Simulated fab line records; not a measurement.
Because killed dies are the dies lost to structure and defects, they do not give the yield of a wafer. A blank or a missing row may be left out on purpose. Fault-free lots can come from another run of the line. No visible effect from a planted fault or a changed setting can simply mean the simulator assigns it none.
fab line records	flow nandHarc
record: lots: 12	wafers: 34	lastDay: 24
route steps=1159 shown P_ZERO_WELL@31 P_STI@87
lots that met no fault: taken from a fault-free run of the same line
startH: hours from the record's first day to the start of the lot's first wafer shown	waitH: hours from the lot's prior step to this one	" identical to the entry in the row above	L1.1+2: a row that stands for several wafers	- no value, or no start was given	* or withheld: withheld	< > ~ a bound
route shown NAME@n: NAME is a module with steps in the file, n the number in the route of the first one	usual: mean and standard deviation over wafers with no fault	same: alike in all rows	chamber/n: place in a boat	sites: each site's reading	_std_site: the standard deviation of these	_edge_site: the outer-site mean with the inner-site mean subtracted	radiusMm: how far each site lies from the wafer's centre	mask NAME#n: copy n	behind: tool/chamber where the wafer was last shaped	hold: reason for holding the lot/hours on hold/outcome of the hold	device: transistor that didn't switch, given as n, p or np	end of line: the tests these same wafers got at the end of their route	for a step that has no rows: nothing shown but its recipe	killed: dies lost to structure and defects at the first sort, not the wafer's yield	map: the dies of a wafer, with x for killed, . for not killed, _ for no die there
set.NAME: the setting the step ran with; set.NAME@STEP: the setting that earlier step ran with	model.NAME: the simulator's own value behind a step, which no gauge read
one table for each step of the route and one row for each wafer, over a sample of lots
services: when a tool's chamber went out of use (startH, in hours from the record's first day, below 0 if earlier), for how many hours, and the reason
== steps ==
step: NHARC_P_ZERO_WELL_DESCUM_26
recipe: timeS: 3	o2FlowSccm: 200	arFlowSccm: 0	biasPowerW: 0	chemistry: O2
usual: drypumpMotorCurrentA: 5.7/0.4	oesProductAu: 1.000/0.012	rfVppV: 57.9/0.92	runLengthS: 23.8/0.32	showerheadPlenumPTorr: 1.95/0.078	throttleValvePct: 11.311/0.0095
lot.wafer	tool	chamber	startH	waitH	drypumpMotorCurrentA	oesProductAu	rfHoursCounterH	rfVppV	runLengthS	showerheadPlenumPTorr	throttleValvePct
L909.1	rieDiel-01	3	14.86	-	5.9	0.997	3	58.1	23.3	2.00	11.316
L909.5	"	3	"	"	5.9	0.995	-	58.6	23.3	2.00	11.308
L909.6	"	0	"	"	6.0	1.004	-	56.2	23.8	1.81	11.292
L910.2	rieDiel-01	1	20.93	-	6.3	0.995	2	57.5	24.1	1.93	11.326
L910.4	"	2	"	"	5.2	0.989	3	57.9	24.0	2.07	11.312
L910.3	"	3	"	"	5.9	1.004	3	58.2	23.3	2.00	11.309
L911.2	rieDiel-02	3	26.94	-	4.8	0.991	2	57.4	23.9	1.89	11.313
L911.1	"	2	"	"	5.6	1.003	2	57.8	23.9	1.85	11.313
L911.4	"	2	"	"	5.6	1.008	-	59.1	23.6	1.85	11.306
L912.3	rieDiel-01	1	32.65	-	6.3	0.984	4	58.1	24.2	1.93	11.305
L912.2	"	2	"	"	5.2	0.986	4	59.5	23.6	2.07	11.305
L912.5	"	1	"	"	6.3	0.984	-	56.1	23.9	1.93	11.298
L913.3	rieDiel-02	2	38.79	-	5.6	1.003	4	57.3	23.8	1.85	11.307
L913.5	"	0	"	"	5.7	0.990	-	57.9	24.6	2.02	11.318
L913.6	"	1	"	"	6.1	0.990	-	56.6	23.7	1.89	11.323
L918.2	rieDiel-02	0	68.77	-	5.7	1.000	4	57.4	23.9	2.02	11.303
L918.6	"	3	"	"	4.8	0.982	-	58.6	24.0	1.89	11.307
L918.5	"	0	"	"	5.7	1.010	-	58.0	23.7	2.02	11.316
L919.1	rieDiel-03	2	74.49	-	5.9	0.994	1	56.9	25.1	1.95	11.323
L919.5	"	2	"	"	5.9	0.992	-	57.8	23.3	1.95	11.304
L922.3	rieDiel-03	2	92.67	-	5.9	0.984	3	59.5	23.2	1.95	11.325
L922.2	"	0	"	"	5.4	1.001	4	59.1	23.9	2.00	11.313
L926.2	rieDiel-02	1	116.52	-	6.1	1.003	9	57.3	23.8	1.88	11.317
L926.4	"	2	"	"	5.6	1.017	8	56.5	23.5	1.85	11.322
L926.3	"	0	"	"	5.7	0.996	7	58.0	23.9	2.01	11.309
L929.4	rieDiel-01	0	134.77	-	6.0	1.007	10	58.8	23.3	1.80	11.330
L929.1	"	1	"	"	6.3	1.001	11	57.9	23.8	1.93	11.327
L929.6	"	2	"	"	5.2	0.991	-	58.1	23.8	2.06	11.305
L931.3	rieDiel-02	3	146.76	-	4.8	0.986	10	57.8	24.1	1.89	11.295
L931.4	"	0	"	"	5.7	0.996	9	59.2	23.7	2.01	11.319
L931.6	"	3	"	"	4.8	0.982	-	57.1	23.5	1.89	11.312
L932.3	rieDiel-01	3	152.63	-	5.9	1.013	1	57.5	23.8	2.00	11.319
L932.2	"	1	"	"	6.2	1.007	1	58.2	23.9	1.93	11.302
L932.5	"	2	"	"	5.2	1.028	-	57.1	24.0	2.06	11.309
step: NHARC_P_STI_DESCUM_14
recipe: timeS: 3	o2FlowSccm: 200	arFlowSccm: 0	biasPowerW: 0	chemistry: O2
usual: drypumpMotorCurrentA: 5.5/0.57	oesProductAu: 0.999/0.014	rfVppV: 57.8/0.89	runLengthS: 24.0/0.33	showerheadPlenumPTorr: 1.93/0.071	throttleValvePct: 11.312/0.0088
lot.wafer	tool	chamber	startH	waitH	drypumpMotorCurrentA	oesProductAu	rfHoursCounterH	rfVppV	runLengthS	showerheadPlenumPTorr	throttleValvePct
L909.1	rieDiel-12	3	39.28	-	5.4	1.013	0.5	59.4	24.2	1.87	11.309
L909.6	"	2	"	"	4.9	0.985	-	59.0	23.8	2.05	11.308
L909.5	"	3	"	"	5.4	1.014	-	57.5	24.4	1.87	11.314
L910.2	rieDiel-09	3	39.44	-	5.2	1.011	4.0	58.6	23.9	1.87	11.314
L910.4	"	0	"	"	6.5	0.991	4.0	56.2	23.6	1.90	11.318
L910.3	"	2	"	"	5.5	1.002	4.7	58.8	24.4	2.07	11.310
L911.1	rieDiel-10	1	47.48	-	5.3	0.999	1.2	58.4	24.1	1.91	11.311
L911.4	"	2	"	"	4.8	1.007	0.6	59.1	23.7	1.96	11.306
L911.2	"	0	"	"	6.6	1.033	1.1	58.0	24.0	1.83	11.305
L913.3	rieDiel-10	2	58.50	-	4.8	0.998	0.8	57.2	23.7	1.96	11.312
L913.6	"	3	"	"	5.1	0.976	-	57.2	23.6	2.01	11.302
L913.5	"	0	"	"	6.6	1.013	-	58.0	24.1	1.83	11.310
L912.3	rieDiel-09	0	58.64	-	6.5	0.991	4.7	57.0	23.5	1.90	11.296
L912.2	"	1	"	"	6.3	1.007	5.1	58.1	24.2	1.95	11.328
L912.5	"	0	"	"	6.5	0.994	-	57.7	23.6	1.90	11.307
L918.2	rieDiel-10	0	89.25	-	6.6	1.016	2.2	57.1	23.8	1.83	11.306
L918.6	"	2	"	"	4.7	0.987	-	58.8	23.6	1.96	11.305
L918.5	"	3	"	"	5.2	0.974	-	58.0	23.5	2.01	11.320
L919.1	rieDiel-12	2	94.82	-	5.0	0.996	3.8	58.5	23.7	2.05	11.294
L919.5	"	0	"	"	5.9	0.997	-	56.5	24.5	1.88	11.307
L922.2	rieDiel-12	1	114.71	-	5.6	1.017	6.0	57.1	24.0	1.92	11.323
L922.3	"	3	"	"	5.4	1.013	5.9	57.8	24.9	1.87	11.314
L926.2	rieDiel-12	2	137.92	-	4.9	0.995	6.8	58.8	24.0	2.05	11.317
L926.3	"	3	"	"	5.4	1.014	7.5	57.3	24.3	1.87	11.317
L926.4	"	0	"	"	5.9	0.992	7.6	58.7	24.2	1.88	11.292
L929.1	rieDiel-09	1	151.60	-	6.3	0.994	2.7	56.6	23.7	1.95	11.319
L929.4	"	2	"	"	5.5	1.004	-	59.1	24.1	2.06	11.308
L929.6	"	1	"	"	6.3	0.977	-	57.7	24.5	1.95	11.327
L931.3	rieDiel-12	3	167.17	-	5.4	1.021	10.0	57.9	24.2	1.87	11.318
L931.4	"	0	"	"	5.9	0.996	8.2	57.7	24.1	1.88	11.314
L931.6	"	1	"	"	5.5	0.992	-	58.3	24.0	1.92	11.298
L932.2	rieDiel-12	2	172.94	-	4.9	1.006	9.4	57.1	23.6	2.05	11.302
L932.3	"	0	"	"	5.9	0.992	8.4	58.3	23.9	1.88	11.299
L932.5	"	3	"	"	5.4	1.032	-	57.6	24.2	1.87	11.315
step: NHARC_P_STI_ETCH_15
recipe: targetDepthA: 3000	taperDeg: 4	timeS: 100.1	hbrFlowSccm: 150	cl2FlowSccm: 50	rfW: 400	icpW: 400	biasW: 100	chemistry: HBr/Cl2
usual: biasW: 100.0/0.33	drypumpMotorCurrentA: 5.7/0.42	oesProductAu: 0.998/0.013	throttleValvePct: 26.404/0.0093
lot.wafer	tool	chamber	startH	waitH	biasW	drypumpMotorCurrentA	oesProductAu	rfHoursCounterH	throttleValvePct
L909.1	rieSi-06	2	39.58	-	99.9	6.0	0.979	0.2	26.408
L909.5	"	0	"	"	100.0	6.0	0.993	-	26.419
L909.6	"	1	"	"	100.7	5.8	1.021	-	26.415
L910.4	rieSi-06	2	39.71	-	99.7	5.9	0.997	0.2	26.399
L910.3	"	0	"	"	100.2	6.0	1.003	0.3	26.410
L910.2	"	1	"	"	100.4	5.8	1.014	0.3	26.387
L911.4	rieSi-01	3	47.77	-	100.2	5.8	0.998	0.8	26.394
L911.1	"	0	"	"	99.8	6.2	0.991	0.8	26.397
L911.2	"	1	"	"	99.7	5.8	0.994	0.6	26.420
L913.3	rieSi-06	2	58.75	-	99.1	6.0	0.991	0.3	26.390
L913.5	"	2	"	"	99.8	5.9	0.999	-	26.404
L913.6	"	3	"	"	99.7	5.0	1.027	-	26.395
L912.2	rieSi-01	3	58.93	-	99.9	5.7	0.997	0.9	26.408
L912.3	"	0	"	"	100.0	6.2	0.987	0.9	26.415
L912.5	"	3	"	"	99.7	5.7	0.990	-	26.406
L918.2	rieSi-02	0	89.56	-	100.0	5.5	1.004	0.3	26.413
L918.6	"	1	"	"	99.4	6.3	1.007	-	26.406
L918.5	"	2	"	"	100.2	5.0	0.987	-	26.402
L919.1	rieSi-02	0	95.12	-	100.1	5.5	0.998	0.3	26.413
L919.5	"	1	"	"	100.4	6.3	0.999	-	26.431
L922.3	rieSi-02	3	114.98	-	100.4	5.7	0.981	0.6	26.406
L922.2	"	1	"	"	99.3	6.3	1.005	0.5	26.404
L926.3	rieSi-02	2	138.19	-	100.0	5.0	0.985	0.7	26.406
L926.4	"	3	"	"	100.1	5.7	0.969	0.8	26.393
L926.2	"	1	"	"	100.2	6.3	1.001	0.8	26.411
L929.4	rieSi-01	2	151.91	-	99.2	6.3	1.007	0.1	26.412
L929.1	"	3	"	"	99.7	5.8	1.000	0.1	26.410
L929.6	"	2	"	"	99.7	6.3	0.990	-	26.415
L931.3	rieSi-02	2	167.45	-	100.5	5.0	0.982	0.9	26.412
L931.4	"	3	"	"	99.9	5.7	0.984	1.0	26.403
L931.6	"	0	"	"	100.0	5.4	1.006	-	26.395
L932.2	rieSi-02	3	173.21	-	100.0	5.7	0.976	1.1	26.410
L932.3	"	0	"	"	99.4	5.4	0.994	1.1	26.410
L932.5	"	0	"	"	99.6	5.4	0.989	-	26.412
step: NHARC_P_STI_OCD_MEAS_43
usual: trenchDepthNm: 299/5.8	trenchFootCdNm: 159/3.3
lot.wafer	tool	chamber	startH	waitH	trenchDepthNm	trenchFootCdNm
L909.1	ocd-02	-	40.31	-	291	155
L909.5	"	-	"	"	299	157
L909.6	"	-	"	"	304	153
L910.2	ocd-01	-	40.47	-	308	160
L910.3	"	-	"	"	301	160
L910.4	"	-	"	"	297	159
L911.1	ocd-02	-	48.51	-	295	156
L911.2	"	-	"	"	298	159
L911.4	"	-	"	"	300	157
L913.3	ocd-02	-	59.51	-	297	155
L913.5	"	-	"	"	298	161
L913.6	"	-	"	"	311	158
L912.2	ocd-01	-	59.76	-	297	158
L912.3	"	-	"	"	294	155
L912.5	"	-	"	"	295	156
L918.2	ocd-02	-	90.27	-	300	157
L918.5	"	-	"	"	295	166
L918.6	"	-	"	"	303	161
L919.1	ocd-02	-	95.86	-	298	155
L919.5	"	-	"	"	300	154
L922.2	ocd-02	-	115.74	-	302	155
L922.3	"	-	"	"	292	159
L926.2	ocd-02	-	138.97	-	302	155
L926.3	"	-	"	"	293	160
L926.4	"	-	"	"	291	159
L929.1	ocd-02	-	152.65	-	298	165
L929.4	"	-	"	"	303	163
L929.6	"	-	"	"	299	165
L931.3	ocd-02	-	168.18	-	291	161
L931.4	"	-	"	"	292	161
L931.6	"	-	"	"	301	157
L932.2	ocd-01	-	173.97	-	288	156
L932.3	"	-	"	"	299	161
L932.5	"	-	"	"	297	159
== services ==
tool	chamber	startH	hours	kind
rieDiel-10	-	-0.50	9.0	pm
rieSi-06	-	6.00	9.0	pm
rieDiel-02	-	8.53	0.6	repair
rieDiel-10	2	9.17	16.8	repair
rieDiel-01	2	11.19	1.2	repair
rieDiel-12	-	25.40	9.0	pm
rieDiel-02	0	25.75	11.2	repair
rieSi-02	-	34.00	9.0	pm
rieDiel-09	-	40.06	1.1	repair
rieDiel-12	2	47.65	11.7	repair
rieSi-06	2	53.66	4.6	repair
rieDiel-02	2	53.72	4.6	repair
rieDiel-10	2	59.10	22.0	repair
rieDiel-09	3	66.56	1.6	repair
rieDiel-09	-	77.10	9.0	pm
rieDiel-02	1	85.22	6.8	repair
rieSi-01	1	92.31	14.2	repair
rieSi-02	2	92.57	7.8	repair
rieSi-01	3	101.76	1.2	repair
rieDiel-02	1	113.43	1.4	repair
rieDiel-01	-	137.80	9.0	pm
rieDiel-12	0	143.87	17.7	repair
rieDiel-02	-	150.80	9.0	pm
rieDiel-02	1	161.31	1.3	repair
== key ==
firstSign: step: NHARC_P_ZERO_WELL_DESCUM_26	reading: runLengthS	direction: up	sigmas: 4	usual: *	struck: *
effect none on later readings
metAt NHARC_P_ZERO_WELL_DESCUM_26
struckLots L919
struckWafers L919.1
testerLeftOut L919
notActingAt NHARC_P_STI_DESCUM_14,NHARC_P_STI_ETCH_15,NHARC_P_STI_OCD_MEAS_43
fault: kind: processParameterDrift	tool: rieDiel-03	chamber: -	onsetH: 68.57	steps: NHARC_P_ZERO_WELL_DESCUM_26	channel: timeS	offset: *	shape: step	endH: 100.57	scope: struckWafersOnly	actsIn: *	stated: *
testerLeftOut: of these lots the tester's yield and bins aren't shown, on N5 and GAA mostly nor the transistor test; their killed dies are dies lost to structure and defects alone, not to doping, threshold or leakage, so they don't give the yield
